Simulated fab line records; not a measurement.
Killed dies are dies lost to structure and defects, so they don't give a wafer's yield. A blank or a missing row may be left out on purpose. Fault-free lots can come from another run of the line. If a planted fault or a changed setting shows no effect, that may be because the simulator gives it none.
Struck lot and sound lot, side by side	flow n5-finfet	15 steps out of a route of 1938
Sound: these wafers, L913.2, L913.3, L913.5. Wafers L923.1, L923.2, L923.5 were the ones struck. At the end, the cause is stated.
Order at every step that has rows: each side's tool, ch and its chambers, its first start. Under that, the readings that differ: sound wafers	struck wafers	difference of the means	sigmas: that difference in standard deviations of wafers without a fault.
alike: same words and numbers on both sides, and readings whose means sit less than 2 such deviations apart. not compared: any withheld reading, any reading some wafer has no value for, any bound like >300 that may hide the same value, and any number with overlapping values for which the record gives no deviation.
A row with sigmas, a row that says differs or no value, or rows on one side alone: a step with any of these is where the two part. Numbers that don't overlap but have no deviation are shown without sigmas and don't part them. A reading missing from all wafers of one side parts the sides only when that side holds two or more wafers.

N5_HKMG_FIN_ETCH_58: etches SOC in N2/H2, target depth 215.8 nm, time 741 s.
  sound on rie-diel-02 ch 1,2, day 4 01:11; struck on rie-diel-06 ch 0,2, day 6 15:15
  alike: bias-w, chamber-pressure-mTorr, drypump-motor-current-A, h2-flow-sccm, oes-product-au, rf-fwd-power-W, rf-vpp-V, showerhead-plenum-p-Torr, throttle-valve-pct
  not compared: rf-hours-counter-h
N5_HKMG_FIN_STRIP_93: strips SOC in N2/H2, time 20 s.
  sound on rie-diel-02 ch 1,2, day 4 01:37; struck on rie-diel-06 ch 0,2, day 6 15:41
reading	sound	struck	difference	sigmas
throttle-valve-pct (%)	18.6 18.5 18.6	19.2 19.8 19.9	+1.1	+3
  alike: bias-power-w, drypump-motor-current-A, h2-flow-sccm, oes-product-au, rf-fwd-power-W, rf-vpp-V, showerhead-plenum-p-Torr
  not compared: rf-hours-counter-h
then, 1 step without rows for these wafers: N5_HKMG_FIN_WET_ETCH_76 (etches Al2O3 in dNH4OH, stops on La2O3, target depth 2.25 nm, rinse time 30 s).
N5_HKMG_FIN_STRIP_60: strips in N2/H2, time 360 s.
  sound on plasma-asher-01 ch 0,1, day 4 01:46; struck on plasma-asher-02 ch 0,1, day 6 15:50
  alike: drypump-motor-current-A, h2-flow-sccm, heater-power-w
  not compared: rf-hours-counter-h
then, 2 steps without rows for these wafers: N5_HKMG_FIN_WET_ETCH_77 (etches La2O3 in dHCl, stops on HfO2, target depth 2 nm); N5_HKMG_FIN_WET_ETCH_78 (etches Al2O3 in dNH4OH, stops on La2O3, target depth 4.5 nm, rinse time 30 s).
N5_HKMG_FIN_ALD_79: deposits TiN, target thk 1.5 nm, pulse time 1 s, purge time 3 s.
  sound on ald-metal-04 ch 0,1,3, day 4 02:16; struck on ald-metal-01 ch 2,3, day 6 16:19
  alike: heater-power-w, precursor-pulse-height-rel
then, 5 steps without rows for these wafers: N5_HKMG_FIN_CVD_62 (deposits a-Si from Si2H6, target thk 3 nm, time 20.8 s); N5_HKMG_FIN_RTA_80 (time 2 s); N5_HKMG_FIN_PRECLEAN_64 (cleans in dHF, time 30 s); N5_HKMG_FIN_WET_ETCH_65 (etches a-Si in TMAH, stops on TiN, time 49 s, target depth 3 nm); N5_HKMG_FIN_WET_ETCH_81 (etches TiN in SC1, stops on HfO2, time 57 s, target depth 6 nm).
N5_HKMG_FIN_WET_ETCH_82: etches La2O3 in dHCl, stops on HfO2, target depth 2 nm, rinse time 30 s.
  sound on wet-bench-06 ch 0,1,6, day 4 03:03; struck on wet-bench-02 ch 1,2,3, day 6 17:11
  no value came back on the struck wafers for bath-heat-duty-pct (%), rinse-temp-c (C); on the sound wafers bath-heat-duty-pct (%) reads 6.1 5.9 6.4
reading	sound	struck	difference	sigmas
model.La2O3_of_HKMG_FIN_ALD_74.thk-nm (nm)	0 0 0	0.6 0.6 0.6	+0.6	
N5_HKMG_FIN_ALD_36: deposits TiN, target thk 1 nm, pulse time 1 s, purge time 3 s.
  sound on ald-metal-01 ch 1,2, day 4 03:07; struck on ald-metal-02 ch 0,2, day 6 17:14
  alike: heater-power-w, precursor-pulse-height-rel
-- record jumps: 8 days separate the struck wafers' starts on either side; left off in module HKMG_FIN, taken up again in module PASSIVATION, whose first shown step is the route's number 1936 --
N5_PASSIVATION_PROBE_49:
  sound: prober-02 at day 12 19:03; struck: prober-02 at day 15 04:11
reading	sound	struck	difference	sigmas
killed-dies	121 118 122	85 88 86	-34	-2
killed-open	72 82 74	46 50 56	-25	-2
  alike: killed_at_M0_to_M3, killed_at_M4_up, killed-at-contacts, killed-at-front-end, killed-at-other, killed-short

== WHERE THEY PART ==
Last at N5_PASSIVATION_PROBE_49 as far as this record goes, first at N5_HKMG_FIN_STRIP_93.

WHY: what had been put in by the simulator
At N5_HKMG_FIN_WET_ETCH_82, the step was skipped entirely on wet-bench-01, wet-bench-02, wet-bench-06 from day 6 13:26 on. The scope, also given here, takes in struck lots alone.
